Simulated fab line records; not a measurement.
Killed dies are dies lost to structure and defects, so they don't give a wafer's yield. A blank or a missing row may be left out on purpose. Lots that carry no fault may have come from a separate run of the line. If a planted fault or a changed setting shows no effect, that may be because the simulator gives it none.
fab line records	flow n5Finfet
record: lots: 7	wafers: 21
route steps=1938 shown BEOL_M7@1299 BEOL_M8@1371 BEOL_M10@1475
startH: hours from the record's opening day to when the first of the lot's shown wafers began	waitH: time in hours since the lot's previous step	" the same as in the row above	L1.1+2: one row covering several wafers at once	- either no value or no given start	* or withheld: withheld	< > ~ a bound
route shown NAME@n: names a module that has steps shown in the file, with the first one's number in the route	usual: mean/standard deviation taken from wafers without a fault	same: alike in all rows	chamber/n: place in a boat	sites: the reading at each site	_std_site: the values' standard deviation	_edge_site: outer sites' mean less inner sites'	radiusMm: how far each site lies from the wafer's centre	mask NAME#n: copy n	behind: tool/chamber where the wafer was last shaped	hold: why the lot was held/for how many hours/how that ended	device: the n, p or np transistor that did not switch	end of line: the tests these same wafers got at the end of their route	a step given without rows: its recipe and nothing more	killed: dies lost to structure and defects at the first sort, not the wafer's yield	map: per-die view of a wafer (x killed, . not killed, _ where there is no die)
set.NAME: the setting that was run; set.NAME@STEP: the one run at that earlier step	model.NAME: the simulator's own value behind a step, which no gauge read
lots where settings were altered on purpose, with a table for each step and a row for each wafer
== steps ==
step: N5_BEOL_M7_DESCUM_33
recipe: chemistry: O2	timeS: 7	sourcePowerW: 50	biasPowerW: 20	pressureMtorr: 20	rfFrequencyHz: 2.712e+07	tempC: 40	resist: CAR-EUV	o2FlowSccm: 225
lot.wafer	tool	chamber	startH	waitH	set.timeS	model.CAR-EUV_of_BEOL_M7_COAT_22.thkNm
L075.3	rieDiel-06	2	206.17	0.1	8.505	25.2
L075.4+5	"	3,0	"	"	7	26
L078.1+2+6	rieDiel-06	2,1,1	227.31	0.0	7	26
L079.4+5	rieDiel-03	3	237.77	0.0	7	26
L079.6	"	2	"	"	7	26.2
L090.3	rieDiel-06	2	305.95	0.0	6.009	26.4
L090.5	"	3	"	"	7	26.2
L090.6	"	0	"	"	6.009	26.6
L092.1	rieDiel-05	0	309.60	0.0	7	26.2
L092.3+5	"	3,0	"	"	5.647	26.8
L091.2	rieDiel-03	0	315.99	0.1	7	26
L091.4+6	"	2	"	"	6.34	26.4
L094.2	rieDiel-03	0	332.63	0.3	7	26.2
L094.3+5	"	3	"	"	7	26
step: N5_BEOL_M7_ETCH_72
recipe: chemistry: N2/H2	target: underlayer	targetDepthA: 65	maskMaterial: CAR-EUV	timeS: 5.2	ionEnergyEv: 200	pressureMtorr: 30	sourceW: 840	biasW: 150	n2FlowSccm: 200	h2FlowSccm: 200	ends: cleared
lot.wafer	tool	chamber	startH	waitH	set.timeS@BEOL_M7_DESCUM_33	model.CAR-EUV_of_BEOL_M7_COAT_22.thkNm
L075.3	rieDiel-06	2	206.20	0.0	8.505	19.4
L075.4	"	3	"	"	7	20.2
L075.5	"	0	"	"	7	20.4
L078.1+2+6	rieDiel-06	2,1,1	227.34	0.0	7	20.2
L079.4+6	rieDiel-03	3,2	237.80	0.0	7	20.4
L079.5	"	3	"	"	7	20.2
L090.3+6	rieDiel-06	2,0	305.99	0.0	6.009	20.8
L090.5	"	3	"	"	7	20.4
L092.1	rieDiel-05	0	309.63	0.0	7	20.6
L092.3+5	"	3,0	"	"	5.647	21.2
L091.2	rieDiel-03	0	316.02	0.0	7	20.2
L091.4+6	"	2	"	"	6.34	20.6
L094.2+3	rieDiel-03	0,3	332.66	0.0	7	20.4
L094.5	"	3	"	"	7	20.2
step: N5_BEOL_M7_TRENCH_ETCH_37
recipe: chemistry: C4F6/O2	targetDepthA: 934.78	target: SiCOH_lowk	timeS: 31.2	ionEnergyEv: 250	pressureMtorr: 30	sourceW: 345	biasW: 185	Ar_flow_sccm: 300	C4F6_flow_sccm: 10	O2_flow_sccm: 10
usual: rfVppV: 665/6.6
lot.wafer	tool	chamber	startH	waitH	set.biasW	rfVppV
L075.3	rieDiel-06	2	-	-	185	665
L075.4	"	3	"	"	185	661
L075.5	"	0	"	"	163.7	596
L078.1	rieDiel-06	2	-	-	185	665
L078.2	"	1	"	"	185	669
L078.6	"	1	"	"	168.4	622
L079.4	rieDiel-03	3	-	-	185	656
L079.5	"	3	"	"	185	656
L079.6	"	2	"	"	185	669
L090.3	rieDiel-06	2	-	-	210.7	736
L090.5	"	3	"	"	185	661
L090.6	"	0	"	"	185	656
L092.1	rieDiel-05	0	-	-	185	655
L092.3	"	3	"	"	196.1	713
L092.5	"	0	"	"	196.1	689
L091.2	rieDiel-03	0	-	-	185	658
L091.4	"	2	"	"	185	670
L091.6	"	2	"	"	185	669
L094.2	rieDiel-03	0	-	-	185	660
L094.3	"	3	"	"	185	656
L094.5	"	3	"	"	185	656
step: N5_BEOL_M8_ETCH_66
recipe: chemistry: N2/H2	target: SOC	targetDepthA: 800	overetchA: 160	maskMaterial: SiARC	tempC: 40	timeS: 120	ionEnergyEv: 200	pressureMtorr: 30	sourceW: 840	biasW: 150	n2FlowSccm: 200	h2FlowSccm: 200
usual: rfVppV: 524.8/2.3
lot.wafer	tool	chamber	startH	waitH	set.sourceW	rfVppV
L075.3	rieDiel-01	2	214.81	0.0	798.6	536.9
L075.4	"	3	"	"	840	523.8
L075.5	"	0	"	"	798.6	535.4
L078.1	rieDiel-01	2	237.72	0.0	785.5	540.0
L078.2	"	3	"	"	840	521.4
L078.6	"	0	"	"	785.5	538.0
L079.4	rieDiel-04	1	247.30	0.0	840	520.7
L079.5	"	3	"	"	840	524.3
L079.6	"	0	"	"	840	523.2
L090.3	rieDiel-01	1	313.35	0.0	840	527.3
L090.5	"	2	"	"	840	528.2
L090.6	"	3	"	"	840	522.9
L092.1	rieDiel-02	3	316.22	0.0	770.4	542.9
L092.3	"	2	"	"	770.4	536.9
L092.5	"	1	"	"	840	523.2
L091.2	rieDiel-01	2	323.25	0.0	741.3	549.2
L091.4	"	3	"	"	840	522.6
L091.6	"	3	"	"	741.3	543.5
L094.2	rieDiel-04	3	341.14	0.0	771.2	539.7
L094.3	"	0	"	"	840	523.1
L094.5	"	0	"	"	771.2	537.6
step: N5_BEOL_M8_TRENCH_ETCH_37
recipe: chemistry: C4F6/O2	targetDepthA: 934.78	target: SiCOH_lowk	timeS: 31.2	ionEnergyEv: 250	pressureMtorr: 30	sourceW: 345	biasW: 185	Ar_flow_sccm: 300	C4F6_flow_sccm: 10	O2_flow_sccm: 10
lot.wafer	tool	chamber	startH	waitH	set.timeS	model.etch.depthNm	model.BEOL_M8.featureDepthNm	model.TiN_of_BEOL_M8_HM_DEP_02.thkNm
L075.3	rieDiel-01	2	-	-	31.2	93.85	93.8	17.4
L075.4	"	3	"	"	31.2	94.03	94	17.2
L075.5	"	0	"	"	31.2	94.66	94.6	17.2
L078.1	rieDiel-01	2	-	-	35.51	106.8	106.8	17
L078.2	"	3	"	"	31.2	93.47	93.4	17.4
L078.6	"	0	"	"	35.51	106.2	106.2	17.2
L079.4	rieDiel-04	1	-	-	31.2	94.68	94.6	17
L079.5	"	3	"	"	31.2	94.14	94.2	17.2
L079.6	"	0	"	"	31.2	92.33	92.4	17.2
L090.3	rieDiel-01	1	-	-	33.85	99.98	100	17.4
L090.5	"	2	"	"	33.85	100.8	100.8	17.2
L090.6	"	3	"	"	33.85	100.3	100.4	17.4
L092.1	rieDiel-02	3	-	-	27.17	78.67	78.6	17.6
L092.3	"	2	"	"	31.2	91.03	91	17.4
L092.5	"	1	"	"	27.17	80.04	80	17.6
L091.2	rieDiel-01	2	-	-	26.53	79.15	79.2	18
L091.4	"	3	"	"	26.53	79.38	79.4	18
L091.6	"	3	"	"	26.53	79.14	79.2	18
L094.2	rieDiel-04	3	-	-	31.2	93.38	93.4	17.6
L094.3	"	0	"	"	31.2	92.29	92.2	17.6
L094.5	"	0	"	"	37.43	111.4	111.4	17
step: N5_BEOL_M8_ETCH_41
recipe: chemistry: CH3F/O2	target: SiCN	targetDepthA: 319	taperDeg: 2	timeS: 57.8	ionEnergyEv: 120	maskMaterial: TiN	pressureMtorr: 30	sourceW: 395	biasW: 75	Ar_flow_sccm: 150	CH3F_flow_sccm: 30	O2_flow_sccm: 20
step: N5_BEOL_M8_STRIP_80
recipe: chemistry: N2/H2	timeS: 10	powerW: 450	tempC: 40	pressureMtorr: 20	rfFrequencyHz: 6e+07	biasPowerW: 7	n2FlowSccm: 200	h2FlowSccm: 200
step: N5_BEOL_M8_OCD_MEAS_38
usual: trenchDepthNm: 93.2/1.2
lot.wafer	tool	chamber	startH	waitH	set.timeS@BEOL_M8_TRENCH_ETCH_37	trenchDepthNm
L075.3	ocd-02	-	215.16	-	31.2	93.9
L075.4	"	-	"	"	31.2	93.9
L075.5	"	-	"	"	31.2	95.1
L078.1	ocd-01	-	238.07	-	35.51	106.6
L078.2	"	-	"	"	31.2	93.2
L078.6	"	-	"	"	35.51	105.4
L079.4	ocd-01	-	247.66	-	31.2	94.7
L079.5	"	-	"	"	31.2	94.1
L079.6	"	-	"	"	31.2	92.1
L090.3	ocd-01	-	313.70	-	33.85	100.2
L090.5	"	-	"	"	33.85	100.9
L090.6	"	-	"	"	33.85	100.7
L092.1	ocd-01	-	316.58	-	27.17	78.4
L092.3	"	-	"	"	31.2	91.3
L092.5	"	-	"	"	27.17	80.3
L091.2	ocd-02	-	323.60	-	26.53	79.1
L091.4	"	-	"	"	26.53	79.1
L091.6	"	-	"	"	26.53	79.2
L094.2	ocd-01	-	341.49	-	31.2	93.6
L094.3	"	-	"	"	31.2	92.1
L094.5	"	-	"	"	37.43	112.0
step: N5_BEOL_M8_ALD_77
recipe: material: TaN	targetThkA: 20	tempC: 275	aldPrecursorFamily: PDMAT	aldCoReactant: NH3	pressureTorr: 3	carrierFlowSccm: 1500	pulseTimeS: 2	purgeTimeS: 3	coReactantPurgeTimeS: 2	coReactantPulseTimeS: 3	aldCycles: 40	precursorVesselTempC: 75	precursorVesselPressureTorr: 26.25	precursorVesselCarrierSccm: 1000
lot.wafer	tool	chamber	startH	waitH	set.aldCycles	model.TaN_of_BEOL_M8_ALD_77.thkNm
L075.3+4	aldMetal-04	2,0	216.16	0.1	40	2
L075.5	"	3	"	"	47	2.4
L078.1+6	aldMetal-04	1,2	239.01	0.0	40	2
L078.2	"	3	"	"	34	1.6
L079.4+5+6	aldMetal-01	1,2,1	248.61	0.0	40	2
L090.3	aldMetal-01	1	314.33	0.0	40	2
L090.5	"	0	"	"	42	2.2
L090.6	"	1	"	"	42	2
L092.1+3	aldMetal-01	2,3	317.97	0.3	37	1.8
L092.5	"	2	"	"	40	2
L091.2+4	aldMetal-04	2,3	324.58	0.0	43	2.2
L091.6	"	0	"	"	40	2
L094.2	aldMetal-03	3	342.70	0.0	45	2.2
L094.3+5	"	2,3	"	"	40	2
step: N5_BEOL_M8_SURFACE_TREAT_79
recipe: gas: Ar	timeS: *	ionEnergyEv: *	ionCurrentMaCm2: 0.5	pressureMtorr: *	arFlowSccm: 30
step: N5_BEOL_M8_CVD_78
recipe: material: Co	targetThkA: 20	tempC: withheld	precursor: CCTBA/H2	pressureTorr: 30	timeS: 142.3
step: N5_BEOL_M8_ECD_50
recipe: material: Cu	targetThkA: 3000
step: N5_BEOL_M8_ANNEAL_51
recipe: tempC: 225	timeS: 90	ambient: N2
step: N5_BEOL_M8_CMP_52
recipe: stopOn: SiCOH_lowk	tOverpolishS: 6.9	downForcePsi: 1	platenRpm: 50	clearingPlatenDownForcePsi: 1.5	clearingPlatenRpm: 50	postCmpClean: cuAlkaline	targetThkNm: 80	clearingPlatenPadVelocityMS: 0.99484	padVelocityMS: 0.99484
lot.wafer	tool	chamber	startH	waitH	set.timeS@BEOL_M8_TRENCH_ETCH_37	model.Cu_of_BEOL_M8_ECD_50.thkNm
L075.4	cmp-04	3	217.79	0.2	31.2	81
L075.3	"	1	"	"	31.2	80.4
L075.5	"	3	"	"	31.2	82.2
L078.1	cmp-02	2	240.48	0.3	35.51	92.6
L078.2	"	0	"	"	31.2	79
L078.6	"	3	"	"	35.51	93
L079.4	cmp-04	0	249.83	0.2	31.2	81
L079.6	"	2	"	"	31.2	80.4
L079.5	"	3	"	"	31.2	79
L090.3	cmp-04	2	315.45	0.3	33.85	88
L090.5	"	3	"	"	33.85	88.2
L090.6	"	0	"	"	33.85	86.4
L092.3	cmp-04	2	319.18	0.2	31.2	78.6
L092.1	"	0	"	"	27.17	65.2
L092.5	"	3	"	"	27.17	66
L091.4	cmp-02	3	326.31	0.1	26.53	67
L091.2	"	0	"	"	26.53	66.4
L091.6	"	3	"	"	26.53	67.2
L094.2	cmp-01	1	344.03	0.2	31.2	80.8
L094.3	"	0	"	"	31.2	77.2
L094.5	"	1	"	"	37.43	97.6
step: N5_BEOL_M8_THK_MEAS_53
recipe: thkMeasGauge: xrf	reads: Cu_of_BEOL_M8_ECD_50
usual: M8_THK: 80.4/1.7
lot.wafer	tool	chamber	startH	waitH	set.timeS@BEOL_M8_TRENCH_ETCH_37	M8_THK[nm]
L075.3	filmMetro-02	-	218.05	-	31.2	81.5
L075.4	"	-	"	"	31.2	81.4
L075.5	"	-	"	"	31.2	82.5
L078.1	filmMetro-01	-	240.78	-	35.51	94.2
L078.2	"	-	"	"	31.2	80.2
L078.6	"	-	"	"	35.51	94.6
L079.4	filmMetro-02	-	250.05	-	31.2	82.0
L079.5	"	-	"	"	31.2	80.3
L079.6	"	-	"	"	31.2	81.7
L090.3	filmMetro-01	-	315.63	-	33.85	88.9
L090.5	"	-	"	"	33.85	89.0
L090.6	"	-	"	"	33.85	86.6
L092.1	filmMetro-02	-	319.48	-	27.17	65.9
L092.3	"	-	"	"	31.2	79.4
L092.5	"	-	"	"	27.17	66.8
L091.2	filmMetro-01	-	326.61	-	26.53	67.1
L091.4	"	-	"	"	26.53	67.9
L091.6	"	-	"	"	26.53	67.9
L094.2	filmMetro-01	-	344.32	-	31.2	82.1
L094.3	"	-	"	"	31.2	79.0
L094.5	"	-	"	"	37.43	99.7
step: N5_BEOL_M8_PRE_CLEAN_55
recipe: gas: NH3	timeS: 15	tempC: withheld	rfPowerW: 300
step: N5_BEOL_M8_DEP_56
recipe: material: SiCN	targetThkA: 100	tempC: withheld	precursor: 3MS/NH3	pressureTorr: 3	rfW: 202	timeS: 17.5
step: N5_BEOL_M8_RS_MEAS_57
recipe: thkMeasGauge: four-point-probe	reads: Cu_of_BEOL_M8_ECD_50+Co_of_BEOL_M8_CVD_78+TaN_of_BEOL_M8_ALD_77
usual: M8_RS: 0.290/0.0074
lot.wafer	tool	chamber	startH	waitH	set.timeS@BEOL_M8_TRENCH_ETCH_37	M8_RS[ohm/sq]
L075.3	filmMetro-02	-	218.22	0.1	31.2	0.284
L075.4	"	-	"	"	31.2	0.281
L075.5	"	-	"	"	31.2	0.277
L078.1	filmMetro-01	-	240.91	0.1	35.51	0.241
L078.2	"	-	"	"	31.2	0.291
L078.6	"	-	"	"	35.51	0.240
L079.4	filmMetro-02	-	250.18	0.0	31.2	0.282
L079.5	"	-	"	"	31.2	0.290
L079.6	"	-	"	"	31.2	0.284
L090.3	filmMetro-02	-	315.76	0.1	33.85	0.256
L090.5	"	-	"	"	33.85	0.256
L090.6	"	-	"	"	33.85	0.262
L092.1	filmMetro-01	-	319.61	0.1	27.17	0.366
L092.3	"	-	"	"	31.2	0.292
L092.5	"	-	"	"	27.17	0.360
L091.2	filmMetro-02	-	326.77	0.1	26.53	0.357
L091.4	"	-	"	"	26.53	0.353
L091.6	"	-	"	"	26.53	0.352
L094.2	filmMetro-02	-	344.45	0.1	31.2	0.282
L094.3	"	-	"	"	31.2	0.298
L094.5	"	-	"	"	37.43	0.227
step: N5_BEOL_M10_COAT_59
recipe: resist: SOC	tempC: 250	timeS: 60	spinRpm: 1500	resistThkNm: 100
lot.wafer	tool	chamber	startH	waitH	set.spinRpm	model.SOC_of_BEOL_M10_COAT_59.thkNm
L075.3	lithoTrack-02	0	233.91	0.1	1500	100
L075.4	"	0	"	"	1500	100.4
L075.5	"	0	"	"	1347	105.6
L078.1	lithoTrack-02	0	252.99	0.1	1500	100
L078.2	"	0	"	"	1500	99.6
L078.6	"	0	"	"	1413	103
L079.4+5	lithoTrack-02	0	261.01	0.1	1500	100
L079.6	"	0	"	"	1500	99.8
L090.3	lithoTrack-05	0	323.35	0.1	1500	100.2
L090.5	"	0	"	"	1500	100
L090.6	"	0	"	"	1415	103
L092.1	lithoTrack-04	0	328.34	0.1	1627	96.8
L092.3+5	"	0	"	"	1627	96.4
L091.2	lithoTrack-05	0	336.70	0.1	1435	102.4
L091.4	"	0	"	"	1500	100.4
L091.6	"	0	"	"	1500	100.2
L094.2	lithoTrack-02	0	355.35	0.1	1500	100.2
L094.3	"	0	"	"	1381	104
L094.5	"	0	"	"	1381	104.2
step: N5_BEOL_M10_COAT_60
recipe: resist: SiARC	tempC: 220	timeS: 60	spinRpm: 1500	resistThkNm: 30
lot.wafer	tool	chamber	startH	waitH	set.spinRpm	model.SiARC_of_BEOL_M10_COAT_60.thkNm
L075.3+4	lithoTrack-02	0	-	-	1654	28.6
L075.5	"	0	"	"	1500	30.2
L078.1+2+6	lithoTrack-02	0	-	-	1500	30
L079.4	lithoTrack-02	0	-	-	1500	30.2
L079.5+6	"	0	"	"	1500	30
L090.3+6	lithoTrack-05	0	-	-	1358	31.6
L090.5	"	0	"	"	1500	30
L092.1+5	lithoTrack-04	0	-	-	1500	30.2
L092.3	"	0	"	"	1500	30
L091.2	lithoTrack-05	0	-	-	1500	30
L091.4	"	0	"	"	1354	31.4
L091.6	"	0	"	"	1500	29.8
L094.2+5	lithoTrack-02	0	-	-	1500	30
L094.3	"	0	"	"	1400	31
step: N5_BEOL_M10_COAT_05
recipe: resist: CAR-ArF	spinRpm: 1500	resistThkNm: 90
step: N5_BEOL_M10_EBR_07
recipe: solvent: PGMEA	ebrWidthMm: 1.5
step: N5_BEOL_M10_DESCUM_16
recipe: chemistry: O2	timeS: 7.9	sourcePowerW: 50	biasPowerW: 20	pressureMtorr: 20	rfFrequencyHz: 2.712e+07	tempC: 40	resist: CAR-ArF	o2FlowSccm: 225
step: N5_BEOL_M10_ETCH_61
recipe: chemistry: CF4	target: SiARC	targetDepthA: 390	maskMaterial: CAR-ArF	timeS: 65	ionEnergyEv: 80	pressureMtorr: 40	sourceW: 545	biasW: 36	Ar_flow_sccm: 100	cf4FlowSccm: 100	ends: cleared
usual: etchRfOnTimeS: 64.7/1
lot.wafer	tool	chamber	startH	waitH	set.spinRpm@BEOL_M10_COAT_60	etchRfOnTimeS	model.etch.depthNm	model.CAR-ArF_of_BEOL_M10_COAT_05.thkNm
L075.3	rieDiel-02	2	234.28	0.0	1654	62.3	28.57	56.6
L075.4	"	1	"	"	1654	62.2	28.63	57
L075.5	"	1	"	"	1500	65.9	30.2	55.2
L078.1	rieDiel-01	2	254.66	0.0	1500	64.3	30.06	55.6
L078.2	"	1	"	"	1500	64.9	30.05	55.4
L078.6	"	2	"	"	1500	64.5	30.01	55.4
L079.4	rieDiel-01	1	261.53	0.0	1500	65.4	30.11	55.8
L079.5	"	2	"	"	1500	65.6	30.07	55.6
L079.6	"	3	"	"	1500	65.6	30.05	55.6
L090.3	rieDiel-02	3	323.72	0.0	1358	69.6	31.55	54.6
L090.5	"	0	"	"	1500	63.5	30.07	55.6
L090.6	"	1	"	"	1358	69.1	31.6	54.4
L092.1	rieDiel-02	0	328.84	0.0	1500	62.7	30.14	55.6
L092.3	"	2	"	"	1500	66.2	30.07	55.8
L092.5	"	0	"	"	1500	63.6	30.12	55.6
L091.2	rieDiel-01	2	337.19	0.0	1500	64.3	29.94	56
L091.4	"	3	"	"	1354	67.7	31.46	54.4
L091.6	"	1	"	"	1500	64.4	29.84	56.2
L094.2	rieDiel-01	3	356.01	0.0	1500	64.9	30.03	55.6
L094.3	"	1	"	"	1400	67.2	31.04	54.4
L094.5	"	0	"	"	1500	65.0	29.98	55.6
step: N5_BEOL_M10_ETCH_62
recipe: chemistry: N2/H2	target: SOC	targetDepthA: 1100	overetchA: 220	maskMaterial: SiARC	tempC: 40	timeS: 165	ionEnergyEv: 200	pressureMtorr: 30	sourceW: 840	biasW: 150	n2FlowSccm: 200	h2FlowSccm: 200
lot.wafer	tool	chamber	startH	waitH	set.spinRpm@BEOL_M10_COAT_59	set.spinRpm@BEOL_M10_COAT_60	model.etch.depthNm	model.SiARC_of_BEOL_M10_COAT_60.thkNm
L075.3	rieDiel-02	2	234.33	0.0	1500	1654	100.1	22
L075.4	"	1	"	"	1500	1654	100.3	22.2
L075.5	"	1	"	"	1347	1500	105.7	23.8
L078.1	rieDiel-01	2	254.71	0.0	1500	1500	99.95	23.6
L078.2	"	1	"	"	1500	1500	99.66	23.6
L078.6	"	2	"	"	1413	1500	103	23.6
L079.4	rieDiel-01	1	261.62	0.1	1500	1500	99.94	23.6
L079.5	"	2	"	"	1500	1500	99.99	23.4
L079.6	"	3	"	"	1500	1500	99.9	23.6
L090.3	rieDiel-02	3	323.77	0.0	1500	1358	100.2	25.2
L090.5	"	0	"	"	1500	1500	100.1	23.4
L090.6	"	1	"	"	1415	1358	103	25.2
L092.1	rieDiel-02	0	328.89	0.0	1627	1500	96.79	23.6
L092.3	"	2	"	"	1627	1500	96.46	23.6
L092.5	"	0	"	"	1627	1500	96.47	23.4
L091.2	rieDiel-01	2	337.24	0.0	1435	1500	102.5	23.4
L091.4	"	3	"	"	1500	1354	100.4	25
L091.6	"	1	"	"	1500	1500	100.3	23.4
L094.2	rieDiel-01	3	356.06	0.0	1500	1500	100.1	23.4
L094.3	"	1	"	"	1381	1400	104	24.6
L094.5	"	0	"	"	1381	1500	104.3	23.2
step: N5_BEOL_M10_STRIP_68
recipe: chemistry: N2/H2	tempC: 40	n2FlowSccm: 200	h2FlowSccm: 200	rfFrequencyHz: 6e+07
step: N5_BEOL_M10_STRIP_67
recipe: chemistry: CF4	resist: SiARC	powerW: 300	biasPowerW: 75	pressureMtorr: 50	cf4FlowSccm: 150	rfFrequencyHz: 6e+07
step: N5_BEOL_M10_HM_OPEN_17
recipe: chemistry: Cl2/BCl3	targetDepthA: 200	overetchA: 60	target: TiN	maskMaterial: SOC	ionEnergyEv: 150	pressureMtorr: 10	icpW: 1000	biasW: 126	Cl2_flow_sccm: 53.25	bcl3FlowSccm: 21.75	Ar_flow_sccm: 25
lot.wafer	tool	chamber	startH	waitH	set.spinRpm@BEOL_M10_COAT_59	model.SOC_of_BEOL_M10_COAT_59.thkNm
L075.3	rieMetal-01	1	234.58	0.1	1500	92
L075.4	"	1	"	"	1500	92.4
L075.5	"	1	"	"	1347	97.6
L078.1	rieMetal-03	0	254.89	0.0	1500	92.2
L078.2	"	1	"	"	1500	91.6
L078.6	"	1	"	"	1413	95
L079.4+5+6	rieMetal-02	0,0,1	261.77	0.1	1500	92
L090.3+5	rieMetal-01	1	323.99	0.1	1500	92.2
L090.6	"	0	"	"	1415	95
L092.1	rieMetal-02	1	329.07	0.0	1627	89
L092.3+5	"	0	"	"	1627	88.6
L091.2	rieMetal-02	1	337.43	0.0	1435	94.6
L091.4	"	0	"	"	1500	92.8
L091.6	"	1	"	"	1500	92.4
L094.2	rieMetal-01	0	356.25	0.0	1500	92.2
L094.3	"	1	"	"	1381	96
L094.5	"	1	"	"	1381	96.4
== key ==
split: step: N5_BEOL_M7_DESCUM_33	setting: timeS	stated: 7	by: wafer
response: step: N5_BEOL_M7_DESCUM_33	reading: model.CAR-EUV_of_BEOL_M7_COAT_22.thkNm	change: -0.0327	per: 1%	r: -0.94
response: step: N5_BEOL_M7_ETCH_72	reading: model.CAR-EUV_of_BEOL_M7_COAT_22.thkNm	change: -0.0359	per: 1%	r: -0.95
split: step: N5_BEOL_M7_TRENCH_ETCH_37	setting: biasW	stated: 185	by: wafer
response: step: N5_BEOL_M7_TRENCH_ETCH_37	reading: rfVppV	change: +5.69	per: 1%	r: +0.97
split: step: N5_BEOL_M8_ETCH_66	setting: sourceW	stated: 840	by: wafer
response: step: N5_BEOL_M8_ETCH_66	reading: rfVppV	change: -2.12	per: 1%	r: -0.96
split: step: N5_BEOL_M8_TRENCH_ETCH_37	setting: timeS	stated: 31.2	by: wafer
response: step: N5_BEOL_M8_TRENCH_ETCH_37	reading: model.etch.depthNm	change: +0.928	per: 1%	r: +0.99
response: step: N5_BEOL_M8_TRENCH_ETCH_37	reading: model.BEOL_M8.featureDepthNm	change: +0.93	per: 1%	r: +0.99
response: step: N5_BEOL_M8_TRENCH_ETCH_37	reading: model.TiN_of_BEOL_M8_HM_DEP_02.thkNm	change: -0.0247	per: 1%	r: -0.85
response: step: N5_BEOL_M8_OCD_MEAS_38	reading: trenchDepthNm	change: +0.943	per: 1%	r: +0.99
response: step: N5_BEOL_M8_CMP_52	reading: model.Cu_of_BEOL_M8_ECD_50.thkNm	change: +0.965	per: 1%	r: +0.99
response: step: N5_BEOL_M8_THK_MEAS_53	reading: M8_THK	change: +0.989	per: 1%	r: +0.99
response: step: N5_BEOL_M8_RS_MEAS_57	reading: M8_RS	change: -0.0038	per: 1%	r: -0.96
split: step: N5_BEOL_M8_ALD_77	setting: aldCycles	stated: 40	by: wafer
response: step: N5_BEOL_M8_ALD_77	reading: model.TaN_of_BEOL_M8_ALD_77.thkNm	change: +0.023	per: 1%	r: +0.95
split: step: N5_BEOL_M10_COAT_59	setting: spinRpm	stated: 1500	by: wafer
response: step: N5_BEOL_M10_COAT_59	reading: model.SOC_of_BEOL_M10_COAT_59.thkNm	change: -0.517	per: 1%	r: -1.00
response: step: N5_BEOL_M10_ETCH_62	reading: model.etch.depthNm	change: -0.523	per: 1%	r: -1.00
response: step: N5_BEOL_M10_HM_OPEN_17	reading: model.SOC_of_BEOL_M10_COAT_59.thkNm	change: -0.514	per: 1%	r: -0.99
split: step: N5_BEOL_M10_COAT_60	setting: spinRpm	stated: 1500	by: wafer
response: step: N5_BEOL_M10_COAT_60	reading: model.SiARC_of_BEOL_M10_COAT_60.thkNm	change: -0.158	per: 1%	r: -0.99
response: step: N5_BEOL_M10_ETCH_61	reading: etchRfOnTimeS	change: *	per: 1%	r: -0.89
response: step: N5_BEOL_M10_ETCH_61	reading: model.etch.depthNm	change: -0.158	per: 1%	r: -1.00
response: step: N5_BEOL_M10_ETCH_61	reading: model.CAR-ArF_of_BEOL_M10_COAT_05.thkNm	change: +0.154	per: 1%	r: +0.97
response: step: N5_BEOL_M10_ETCH_62	reading: model.SiARC_of_BEOL_M10_COAT_60.thkNm	change: -0.176	per: 1%	r: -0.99
